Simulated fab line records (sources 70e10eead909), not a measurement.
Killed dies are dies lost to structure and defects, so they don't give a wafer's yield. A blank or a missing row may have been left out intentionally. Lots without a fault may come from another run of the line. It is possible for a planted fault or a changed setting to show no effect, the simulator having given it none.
fab line records | flow nandHarc
record lots=5 wafers=15 lastDay=22
route steps=1159 shown A_ONON_D1@438 A_CHANNEL_HOLE_D1@450 END@1159
lots with no fault: from the same line, run without faults
startH: hours from the record's opening day to when the first of the lot's shown wafers began | waitH: how many hours have passed since the lot's step before this one | " the same as in the row above | L1.1+2: a row that stands for several wafers | - value missing, or start not given | * or withheld: withheld | < > ~ a bound
route shown NAME@n: a module of which the file shows steps, and the number in the route of the first | usual: mean/standard deviation of fault-free wafers | same: alike in all rows | chamber/n: place in a boat | sites: per-site readings | _std_site: the values' standard deviation | _edge_site: the outer-site mean with the inner-site mean subtracted | radiusMm: how far each site lies from the wafer's centre | mask NAME#n: copy n | behind: tool/chamber where the wafer was last shaped | hold: the reason the lot was held/the length of the hold in hours/how it ended | device: which transistor (n, p or np) failed to switch | end of line: the same wafers' tests at the end of the route | step lacking rows: just its recipe | killed: the dies lost at the first sort to structure and to defects; this is not the yield of the wafer | map: per-die view of a wafer (x killed, . not killed, _ where there is no die)
set.NAME: the setting the step ran with; set.NAME@STEP: the setting that earlier step ran with | model.NAME: the simulator's own value behind a step, which no gauge read
certain route steps with their lots: each step a table, each wafer a row
services: the hour from which a tool's chamber was out of use, counted from the record's first day as startH (under 0 if before that day), plus the number of hours and why
## steps
# step NHARC_A_ONON_D1_DEP_19
# recipe targetThkA=10000 n2FlowSccm=2750 n2oFlowSccm=2000 nh3FlowSccm=500 sih4FlowSccm=210 tempC=400
# step NHARC_A_ONON_D1_DEP_22
# recipe targetThkA=10000 n2FlowSccm=2750 n2oFlowSccm=2000 nh3FlowSccm=500 sih4FlowSccm=210 tempC=400
# step NHARC_A_ONON_D1_DEP_25
# recipe targetThkA=10000 n2FlowSccm=2750 n2oFlowSccm=2000 nh3FlowSccm=500 sih4FlowSccm=210 tempC=400
# step NHARC_A_ONON_D1_DEP_28
# recipe targetThkA=10000 n2FlowSccm=2750 n2oFlowSccm=2000 nh3FlowSccm=500 sih4FlowSccm=210 tempC=400
# step NHARC_A_ONON_D1_DEP_33
# recipe targetThkA=2000 tempC=400 pressureTorr=6.5 rfW=900 teosFlowSccm=161.4 flowSccm=2650 targetThkNm=200 gas=O2 material=SiO2
# step NHARC_A_CHANNEL_HOLE_D1_DEP_00
# recipe targetThkA=31000 tempC=400 material=aC
# usual throttleValvePct=34.998/0.0098
# columns lot.wafer tool chamber startH waitH throttleValvePct
L503.1 aclDep-01 0 218.27 1.4 34.995
L503.3 " 0 " " 34.996
L503.4 " 0 " " 34.994
L505.1 aclDep-01 0 235.53 1.0 34.993
L505.2 " 0 " " 35.003
L505.6 " 0 237.11 2.5 35.011
L506.2 aclDep-02 0 235.93 1.3 34.998
L506.3 " 0 " " 35.011
L506.4 " 0 " " 34.980
L507.1 aclDep-01 0 237.42 2.7 34.999
L507.5 " 0 238.69 3.9 34.985
L507.6 " 0 " " 35.004
L509.1 aclDep-01 0 262.05 0.1 34.987
L509.5 " 0 263.31 1.3 35.009
L509.6 " 0 " " 34.997
# step NHARC_A_CHANNEL_HOLE_D1_DEP_01
# recipe targetThkA=1400 targetThkNm=140 tempC=400 pressureTorr=3.5 flowSccm=200 rfW=350 material=SiON
# step NHARC_A_CHANNEL_HOLE_D1_DEHYDRATE_02
# recipe tempC=150 timeS=120
# step NHARC_A_CHANNEL_HOLE_D1_HMDS_03
# recipe timeS=30
# step NHARC_A_CHANNEL_HOLE_D1_COAT_36
# recipe tempC=260 timeS=75
# step NHARC_A_CHANNEL_HOLE_D1_COAT_37
# recipe tempC=225 timeS=65
# step NHARC_A_CHANNEL_HOLE_D1_COAT_04
# recipe spinRpm=1500 resistThkNm=90
# step NHARC_A_CHANNEL_HOLE_D1_SOFTBAKE_05
# recipe tempC=105 timeS=55
# step NHARC_A_CHANNEL_HOLE_D1_EBR_06
# step NHARC_A_CHANNEL_HOLE_D1_EXPOSE_07
# recipe na=1.35 targetCdNm=100 sigmaOuter=0.3 doseMj=59.65 maskId=HOLE_D1
# step NHARC_A_CHANNEL_HOLE_D1_PEB_08
# recipe pebTempC=100 pebTimeS=65
# step NHARC_A_CHANNEL_HOLE_D1_DEVELOP_09
# recipe developTimeS=35 devTempC=23
# step NHARC_A_CHANNEL_HOLE_D1_DESCUM_15
# recipe timeS=3 o2FlowSccm=200 arFlowSccm=0 biasPowerW=0 chemistry=O2
# step NHARC_A_CHANNEL_HOLE_D1_ETCH_38
# recipe targetDepthA=390 overEtchFrac=0.3 timeS=65 ionEnergyEv=80 cf4FlowSccm=150 arFlowSccm=0 rfW=300 biasW=100 chemistry=CF4
# step NHARC_A_CHANNEL_HOLE_D1_ETCH_39
# recipe targetDepthA=2600 overEtchFrac=0.3 timeS=325 ionEnergyEv=200 n2FlowSccm=150 h2FlowSccm=150 arFlowSccm=0 rfW=400 biasW=150 chemistry=N2/H2
# step NHARC_A_CHANNEL_HOLE_D1_ETCH_34
# recipe targetDepthA=1540 timeS=77 cf4FlowSccm=100 chf3FlowSccm=30 arFlowSccm=0 rfW=500 biasW=200 chemistry=CF4/CHF3
# step NHARC_A_CHANNEL_HOLE_D1_ETCH_16
# recipe targetDepthA=31000 overEtchFrac=0.3 timeS=806 ionEnergyEv=150 o2FlowSccm=400 cosFlowSccm=20 arFlowSccm=0 rfW=500 biasW=300 chemistry=O2/COS
# step NHARC_A_CHANNEL_HOLE_D1_ETCH_19
# recipe biasV=1200 sourceW=2500 pressureMtorr=15 timeS=34.5 arFlowSccm=375 c4f8FlowSccm=28.8 o2FlowSccm=96.2 tempC=-20 targetDepthA=* chemistry=C4F8/O2/Ar
# step NHARC_A_CHANNEL_HOLE_D1_ETCH_20
# recipe biasV=3000 sourceW=withheld pressureMtorr=20 timeS=361.9 arFlowSccm=375 c4f8FlowSccm=89.3 o2FlowSccm=35.7 tempC=-20 targetDepthA=16000 chemistry=C4F8/O2/Ar
# step NHARC_A_CHANNEL_HOLE_D1_ETCH_21
# recipe biasV=3000 sourceW=withheld pressureMtorr=20 timeS=514.3 arFlowSccm=375 c4f8FlowSccm=89.3 o2FlowSccm=35.7 tempC=-20 targetDepthA=16000 chemistry=C4F8/O2/Ar
# step NHARC_A_CHANNEL_HOLE_D1_ETCH_22
# recipe biasV=3000 sourceW=withheld pressureMtorr=20 timeS=666.7 arFlowSccm=375 c4f8FlowSccm=89.3 o2FlowSccm=35.7 tempC=-20 targetDepthA=16000 chemistry=C4F8/O2/Ar
# step NHARC_A_CHANNEL_HOLE_D1_ETCH_23
# recipe biasV=5000 sourceW=withheld pressureMtorr=20 timeS=819 arFlowSccm=375 c4f8FlowSccm=89.3 o2FlowSccm=35.7 tempC=-20 targetDepthA=16000 chemistry=C4F8/O2/Ar
# step NHARC_A_CHANNEL_HOLE_D1_ETCH_24
# recipe biasV=5000 sourceW=withheld pressureMtorr=20 timeS=906.2 arFlowSccm=375 c4f8FlowSccm=93.8 o2FlowSccm=31.2 tempC=-20 targetDepthA=15000 chemistry=C4F8/O2/Ar
# step NHARC_A_CHANNEL_HOLE_D1_ETCH_25
# recipe biasV=5000 sourceW=withheld pressureMtorr=20 timeS=1040.2 arFlowSccm=375 c4f8FlowSccm=93.8 o2FlowSccm=31.2 tempC=-20 targetDepthA=15000 chemistry=C4F8/O2/Ar
# step NHARC_A_CHANNEL_HOLE_D1_ETCH_26
# recipe biasV=300 sourceW=2000 pressureMtorr=30 timeS=224.1 arFlowSccm=375 c4f8FlowSccm=11.4 o2FlowSccm=113.6 tempC=-20 targetDepthA=3000 chemistry=C4F8/O2/Ar
# step NHARC_A_CHANNEL_HOLE_D1_ETCH_33
# recipe biasV=400 sourceW=2000 pressureMtorr=25 timeS=90 arFlowSccm=375 c4f8FlowSccm=41.7 o2FlowSccm=83.3 tempC=-20 targetDepthA=4000 chemistry=C4F8/O2/Ar
# step NHARC_END_SORT_01
# recipe tempC=25
# usual killedAtArray=28/11 killedAtOther=0.7/0.88 killedAtPeriphery=3.1/2.2 killedDies=31/12 killedOpen=3.3/2 killedShort=2.0/1.6
# same grossDies=677
# columns lot.wafer tool chamber startH waitH killedAtArray killedAtOther killedAtPeriphery killedDies killedOpen killedShort
L503.1 prober-01 0 487.69 2.5 31 2 2 35 1 2
L503.3 prober-01 0 489.28 3.1 30 1 2 33 6 2
L503.4 prober-01 0 490.08 3.4 39 2 3 44 7 3
L505.1 prober-02 0 498.65 2.5 673 0 4 677 5 4
L505.2 prober-02 0 499.45 2.8 674 2 1 677 2 4
L505.6 prober-02 0 502.65 4.0 674 1 2 677 5 2
L507.1 prober-01 0 501.93 2.5 677 0 0 677 0 0
L507.5 prober-01 0 505.12 3.7 674 0 3 677 2 2
L507.6 prober-01 0 505.92 4.0 674 0 3 677 4 2
L506.2 prober-02 0 507.26 2.8 47 0 3 50 5 2
L506.3 prober-02 0 508.07 3.1 32 1 2 35 2 4
L506.4 prober-02 0 508.89 3.4 40 0 1 41 4 1
L509.1 prober-01 0 517.59 2.5 675 0 2 677 3 0
L509.5 prober-01 0 520.74 3.6 674 0 3 677 4 3
L509.6 prober-01 0 521.53 3.9 676 0 1 677 2 0
# killed by level:class
L503.1 A_SLIT:chamberFilmFlake=15 A_CHANNEL_HOLE_D1:chamberFilmFlake=13 THIN_TSV:chamberFilmFlake=2 P_M0:geometricParticle:short=1 A_ONON_D1:geometricParticle:open=1 A_CHANNEL_HOLE_D1:geometricParticle:short=1 P_M2:chamberFilmFlake=1 A_CONTACT:chamberFilmFlake=1
L503.3 A_SLIT:chamberFilmFlake=11 A_CHANNEL_HOLE_D1:chamberFilmFlake=8 A_CONTACT:chamberFilmFlake=4 P_CONTACT:geometricParticle:open=2 A_CHANNEL_FILL_D1:geometricParticle:open=1 A_SGD_CUT:geometricParticle:short=1 A_SGD_CUT:geometricParticle:open=1 A_CONTACT:geometricParticle:open=1
L503.4 A_CHANNEL_HOLE_D1:chamberFilmFlake=14 A_SLIT:chamberFilmFlake=10 A_CONTACT:chamberFilmFlake=4 A_CHANNEL_FILL_D1:geometricParticle:open=2 A_CHANNEL_FILL_D1:geometricParticle:short=2 A_CONTACT:geometricParticle:open=2 P_GATE:chamberFilmFlake=2 THIN_TSV:chamberFilmFlake=2
L505.1 A_CHANNEL_HOLE_D1:areaDep=657 A_STAIRCASE:chamberFilmFlake=4 P_CONTACT:geometricParticle:open=2 P_M1:geometricParticle:open=2 A_CHANNEL_FILL_D1:geometricParticle:short=2 A_CHANNEL_HOLE_D1:chamberFilmFlake=2 A_CONTACT:chamberFilmFlake=2 A_ONON_D1:geometricParticle:short=1
L505.2 A_CHANNEL_HOLE_D1:areaDep=659 A_CHANNEL_HOLE_D1:chamberFilmFlake=4 A_STAIRCASE:chamberFilmFlake=4 A_ZERO_WELL:chamberFilmFlake=2 P_CONTACT:geometricParticle:short=1 A_ONON_D1:geometricParticle:short=1 A_ONON_D1:geometricParticle:open=1 A_WL_FILL:geometricParticle:short=1
L507.1 A_CHANNEL_HOLE_D1:areaDep=648 A_SLIT:chamberFilmFlake=13 A_STAIRCASE:chamberFilmFlake=8 A_CHANNEL_HOLE_D1:chamberFilmFlake=5 A_CONTACT:chamberFilmFlake=2 A_CHANNEL_FILL_D1:chamberFilmFlake=1
L505.6 A_CHANNEL_HOLE_D1:areaDep=663 A_CONTACT:geometricParticle:open=2 A_CHANNEL_HOLE_D1:chamberFilmFlake=2 P_M0:geometricParticle:open=1 A_ONON_D1:geometricParticle:open=1 A_ONON_D1:geometricParticle:short=1 A_WL_FILL:geometricParticle:short=1 P_STI:chamberFilmFlake=1
L507.5 A_CHANNEL_HOLE_D1:areaDep=646 A_SLIT:chamberFilmFlake=15 A_STAIRCASE:chamberFilmFlake=3 A_CONTACT:chamberFilmFlake=3 A_CHANNEL_HOLE_D1:chamberFilmFlake=2 A_WL_FILL:chamberFilmFlake=2 P_CONTACT:geometricParticle:open=1 A_CHANNEL_FILL_D1:geometricParticle:short=1
L507.6 A_CHANNEL_HOLE_D1:areaDep=650 A_SLIT:chamberFilmFlake=8 A_CHANNEL_HOLE_D1:chamberFilmFlake=4 A_STAIRCASE:chamberFilmFlake=4 A_CONTACT:chamberFilmFlake=3 P_CONTACT:geometricParticle:open=2 P_GATE:geometricParticle:short=1 A_ONON_D1:geometricParticle:open=1
L506.2 A_CHANNEL_HOLE_D1:chamberFilmFlake=15 A_SLIT:chamberFilmFlake=14 A_CONTACT:chamberFilmFlake=5 A_WL_FILL:chamberFilmFlake=4 P_CONTACT:geometricParticle:open=2 A_ONON_D1:geometricParticle:open=2 A_STAIRCASE:chamberFilmFlake=2 A_CHANNEL_HOLE_D1:geometricParticle:short=1
L506.3 A_SLIT:chamberFilmFlake=12 A_CHANNEL_HOLE_D1:chamberFilmFlake=11 A_CHANNEL_FILL_D1:geometricParticle:short=2 A_STAIRCASE:chamberFilmFlake=2 P_M0:geometricParticle:open=1 A_ONON_D1:geometricParticle:open=1 A_WL_FILL:geometricParticle:short=1 A_CONTACT:geometricParticle:short=1
L506.4 A_CHANNEL_HOLE_D1:chamberFilmFlake=15 A_SLIT:chamberFilmFlake=11 A_M1:chamberFilmFlake=3 A_CONTACT:geometricParticle:open=2 A_CHANNEL_FILL_D1:chamberFilmFlake=2 A_STAIRCASE:chamberFilmFlake=2 A_WL_FILL:chamberFilmFlake=2 P_M2:geometricParticle:open=1
L509.1 A_CHANNEL_HOLE_D1:areaDep=652 A_SLIT:chamberFilmFlake=14 A_STAIRCASE:chamberFilmFlake=3 A_CHANNEL_HOLE_D1:chamberFilmFlake=2 P_GATE:geometricParticle:open=1 A_CHANNEL_HOLE_D1:geometricParticle:open=1 A_WL_FILL:geometricParticle:open=1 P_GATE:chamberFilmFlake=1
L509.5 A_CHANNEL_HOLE_D1:areaDep=644 A_CHANNEL_HOLE_D1:chamberFilmFlake=10 A_SLIT:chamberFilmFlake=7 A_ONON_D1:geometricParticle:open=3 A_WL_FILL:geometricParticle:short=2 P_STI:chamberFilmFlake=2 A_STAIRCASE:chamberFilmFlake=2 A_CONTACT:chamberFilmFlake=2
L509.6 A_CHANNEL_HOLE_D1:areaDep=653 A_SLIT:chamberFilmFlake=8 A_STAIRCASE:chamberFilmFlake=6 A_CHANNEL_HOLE_D1:chamberFilmFlake=5 A_CHANNEL_FILL_D1:chamberFilmFlake=2 P_STI:geometricParticle:open=1 A_CONTACT:geometricParticle:open=1 A_CONTACT:chamberFilmFlake=1
# map L505.1 (x killed, . not)
____________x____________
_________xxxxxxx_________
_______xxxxxxxxxxx_______
______xxxxxxxxxxxxx______
_____xxxxxxxxxxxxxxx_____
____xxxxxxxxxxxxxxxxx____
____xxxxxxxxxxxxxxxxx____
___xxxxxxxxxxxxxxxxxxx___
___xxxxxxxxxxxxxxxxxxx___
__xxxxxxxxxxxxxxxxxxxxx__
__xxxxxxxxxxxxxxxxxxxxx__
_xxxxxxxxxxxxxxxxxxxxxxx_
_xxxxxxxxxxxxxxxxxxxxxxx_
_xxxxxxxxxxxxxxxxxxxxxxx_
_xxxxxxxxxxxxxxxxxxxxxxx_
_xxxxxxxxxxxxxxxxxxxxxxx_
xxxxxxxxxxxxxxxxxxxxxxxxx
xxxxxxxxxxxxxxxxxxxxxxxxx
xxxxxxxxxxxxxxxxxxxxxxxxx
xxxxxxxxxxxxxxxxxxxxxxxxx
xxxxxxxxxxxxxxxxxxxxxxxxx
_xxxxxxxxxxxxxxxxxxxxxxx_
_xxxxxxxxxxxxxxxxxxxxxxx_
_xxxxxxxxxxxxxxxxxxxxxxx_
_xxxxxxxxxxxxxxxxxxxxxxx_
_xxxxxxxxxxxxxxxxxxxxxxx_
__xxxxxxxxxxxxxxxxxxxxx__
__xxxxxxxxxxxxxxxxxxxxx__
___xxxxxxxxxxxxxxxxxxx___
___xxxxxxxxxxxxxxxxxxx___
____xxxxxxxxxxxxxxxxx____
____xxxxxxxxxxxxxxxxx____
_____xxxxxxxxxxxxxxx_____
______xxxxxxxxxxxxx______
_______xxxxxxxxxxx_______
_________xxxxxxx_________
____________x____________
# map L507.1 (x killed, . not)
____________x____________
_________xxxxxxx_________
_______xxxxxxxxxxx_______
______xxxxxxxxxxxxx______
_____xxxxxxxxxxxxxxx_____
____xxxxxxxxxxxxxxxxx____
____xxxxxxxxxxxxxxxxx____
___xxxxxxxxxxxxxxxxxxx___
___xxxxxxxxxxxxxxxxxxx___
__xxxxxxxxxxxxxxxxxxxxx__
__xxxxxxxxxxxxxxxxxxxxx__
_xxxxxxxxxxxxxxxxxxxxxxx_
_xxxxxxxxxxxxxxxxxxxxxxx_
_xxxxxxxxxxxxxxxxxxxxxxx_
_xxxxxxxxxxxxxxxxxxxxxxx_
_xxxxxxxxxxxxxxxxxxxxxxx_
xxxxxxxxxxxxxxxxxxxxxxxxx
xxxxxxxxxxxxxxxxxxxxxxxxx
xxxxxxxxxxxxxxxxxxxxxxxxx
xxxxxxxxxxxxxxxxxxxxxxxxx
xxxxxxxxxxxxxxxxxxxxxxxxx
_xxxxxxxxxxxxxxxxxxxxxxx_
_xxxxxxxxxxxxxxxxxxxxxxx_
_xxxxxxxxxxxxxxxxxxxxxxx_
_xxxxxxxxxxxxxxxxxxxxxxx_
_xxxxxxxxxxxxxxxxxxxxxxx_
__xxxxxxxxxxxxxxxxxxxxx__
__xxxxxxxxxxxxxxxxxxxxx__
___xxxxxxxxxxxxxxxxxxx___
___xxxxxxxxxxxxxxxxxxx___
____xxxxxxxxxxxxxxxxx____
____xxxxxxxxxxxxxxxxx____
_____xxxxxxxxxxxxxxx_____
______xxxxxxxxxxxxx______
_______xxxxxxxxxxx_______
_________xxxxxxx_________
____________x____________
## services
# columns tool chamber startH hours kind
aclDep-02 - 230.68 1.3 repair
## key
firstSign step=NHARC_END_SORT_01 reading=killedAtArray direction=up sigmas=57 usual=28 struck=675
effect step=NHARC_END_SORT_01 reading=killedDies direction=up sigmas=54 usual=31 struck=677
moreKillsBornAt NHARC_A_CHANNEL_HOLE_D1_DEP_00@aclDep-01=5872
metAt NHARC_A_CHANNEL_HOLE_D1_DEP_00
struckWafers L505.1,L505.2,L505.6,L507.1,L507.5,L507.6,L509.1,L509.5,L509.6
laterRowsLeftOut L505.1,L505.2,L505.6,L507.1,L507.5,L507.6,L509.1,L509.5,L509.6
testerLeftOut L505,L507,L509
fault kind=processParameterDrift tool=aclDep-01 chamber=0 onsetH=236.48 steps=NHARC_A_CHANNEL_HOLE_D1_DEP_00 channel=targetThkA offset=* shape=step endH=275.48 actsIn=* stated=*
# testerLeftOut: of these lots the tester's yield and bins aren't shown, on N5 and GAA mostly nor the transistor test; their killed dies are dies lost to structure and defects alone, not to doping, threshold or leakage, so they don't give the yield
# laterRowsLeftOut: the simulator's readings of these wafers behind a module that went badly wrong aren't trusted and aren't shown, but for the sort
